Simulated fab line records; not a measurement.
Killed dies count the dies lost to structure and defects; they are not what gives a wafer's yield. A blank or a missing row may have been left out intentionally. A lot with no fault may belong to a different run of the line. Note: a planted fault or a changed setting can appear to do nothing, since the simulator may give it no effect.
Split-lot experiment -- flow n5_finfet -- 21 wafers read across 7 lots, on a route 1938 steps long

== ABOUT THE SPLIT ==
At N5_BEOL_M3_COAT_73 (time 60 s, resist thk 5 nm), the setting spin_rpm was moved away from the recipe's 1500 rpm on 9 of the 21 wafers read, by -4.5% to +8.1%. For the rest of the wafers, this setting stayed at what the recipe calls for.

== FROM THE SPLIT TO THE READING: what the file shows between them, 3 steps ==
- N5_BEOL_M3_COAT_05: resist thk 30 nm
- N5_BEOL_M3_EBR_07
- N5_BEOL_M3_DESCUM_16: chemistry O2, time 7 s

== THE READING ==
etch.depth_nm (the simulator's own value, which no gauge read), in nm, at N5_BEOL_M3_ETCH_74 (etches underlayer in N2/H2, target depth 6.5 nm, time 5.2 s). The file gives no usual value for it. The 12 wafers here that ran the recipe average 5.005 nm, standard deviation 0.018 nm.

wafer,"tool, chamber at the split","spin_rpm as run, rpm",against the recipe,"etch.depth_nm, nm",against lot-mates on the recipe
L078.1,"litho_track-02, 0",1500,recipe,5.029,-
L078.4,"litho_track-02, 0",1621,+8.1%,4.832,-0.197
L078.5,"litho_track-02, 0",1621,+8.1%,4.84,-0.189
L079.1,"litho_track-01, 0",1500,recipe,4.995,-
L079.4,"litho_track-01, 0",1500,recipe,4.985,-
L079.6,"litho_track-01, 0",1443,-3.8%,5.083,+0.093
L082.2,"litho_track-02, 0",1500,recipe,4.996,-
L082.5,"litho_track-02, 0",1578,+5.2%,4.888,-0.108
L082.6,"litho_track-02, 0",1578,+5.2%,4.89,-0.106
L084.3,"litho_track-02, 0",1500,recipe,5.023,-
L084.4,"litho_track-02, 0",1500,recipe,5.022,-
L084.5,"litho_track-02, 0",1500,recipe,5.028,-
L088.3,"litho_track-03, 0",1433,-4.5%,5.14,+0.115
L088.5,"litho_track-03, 0",1500,recipe,5.025,-
L088.6,"litho_track-03, 0",1433,-4.5%,5.137,+0.112
L089.2,"litho_track-01, 0",1500,recipe,4.99,-
L089.5,"litho_track-01, 0",1500,recipe,4.985,-
L089.6,"litho_track-01, 0",1500,recipe,4.997,-
L090.1,"litho_track-02, 0",1500,recipe,4.988,-
L090.3,"litho_track-02, 0",1572,+4.8%,4.891,-0.097
L090.4,"litho_track-02, 0",1572,+4.8%,4.892,-0.096

FIT RESULTS
A straight line over all 21 wafers: etch.depth_nm changes by -0.0232 nm for each +1% of spin_rpm; r = -0.98; the points scatter about the line by 0.018 nm.
The same after taking each lot's own level away (the mean of its wafers on the recipe; 21 wafers): -0.0232 nm for each +1%; r = -1.00; scatter 0.0074 nm.
That fit puts the effect of the largest move of spin_rpm on the reading at 0.19 nm.
The lots' own levels span 4.9880 to 5.0290 nm, that is 2.3 times the standard deviation above.
Hence the lot-to-lot level has little effect on the slope; both slopes agree.
Check: -0.18 nm against its lot-mates is what the line predicts for one of the wafers moved furthest among these (+8.1%) when that wafer is left out of the fit. It came out at -0.197 nm against them.

== FURTHER SPLITS ON THESE WAFERS ==
Other splits were also applied to these wafers ahead of the reading. Each is held against what the fit with the lots' levels taken away leaves over:
other split on the same wafers,wafers away from the commonest value,r with etch.depth_nm (lot level and that fit taken away)
N5_BEOL_M1_COAT_05 spin_rpm,6,-0.11
N5_BEOL_M2_ETCH_69 bias_w,6,+0.20
N5_BEOL_M3_ILD_DEP_00 time_s,6,-0.38

== FILE'S OWN FIT ==
etch.depth_nm changes by -0.023 nm for each +1% of spin_rpm, r = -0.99.
